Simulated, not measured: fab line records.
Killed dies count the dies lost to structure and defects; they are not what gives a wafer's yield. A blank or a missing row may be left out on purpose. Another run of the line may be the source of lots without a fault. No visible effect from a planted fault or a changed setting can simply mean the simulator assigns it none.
Chamber matching | flow n5Finfet | aldMetal-02 running N5_BEOL_M9_ALD_74: 4 sister chambers
The step deposits TaN, target thk 2 nm, pulse time 2 s, purge time 3 s. 4 wafers are shown with their chamber, then 9 later ones without.

## WAFERS WITH THEIR CHAMBER
wafer  | chamber | heaterPowerW (W)
L087.2 | 0       | 445
L087.5 | 2       | 362
L089.5 | 1       | 397
L089.6 | 3       | 405

## WAFERS MISSING THEIR CHAMBER
wafer  | heaterPowerW (W)
L092.4 | 364
L092.5 | 359
L092.6 | 393
L095.2 | 446
L095.4 | 365
L095.6 | 446
L096.1 | 362
L096.5 | 361
L096.6 | 396

## WHICH CHAMBER EACH WENT THROUGH
wafer  | from the rows above | in truth
L092.4 | 2                   | 2
L092.5 | 2                   | 2
L092.6 | 1                   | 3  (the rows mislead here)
L095.2 | 0                   | 0
L095.4 | 2                   | 2
L095.6 | 0                   | 0
L096.1 | 2                   | 2
L096.5 | 2                   | 2
L096.6 | 1                   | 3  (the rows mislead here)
Correct placement for 7 of the 9. Not placeable from these rows: 0. Placed wrongly: 2.
How it was worked out, from the rows above alone: a wafer's distance from a chamber is the root of the sum, over the readings, of the square of ((its reading less the chamber's mean) divided by the reading's scatter). The wafer belongs to the nearest chamber; if the next one is less than 2 further off, it can't be placed. For every chamber, the mean is computed from those of its wafers that are shown. The scatter (one wafer shown for each chamber): square how far every hidden wafer sits from the nearest shown wafer, average those squares and take the square root.
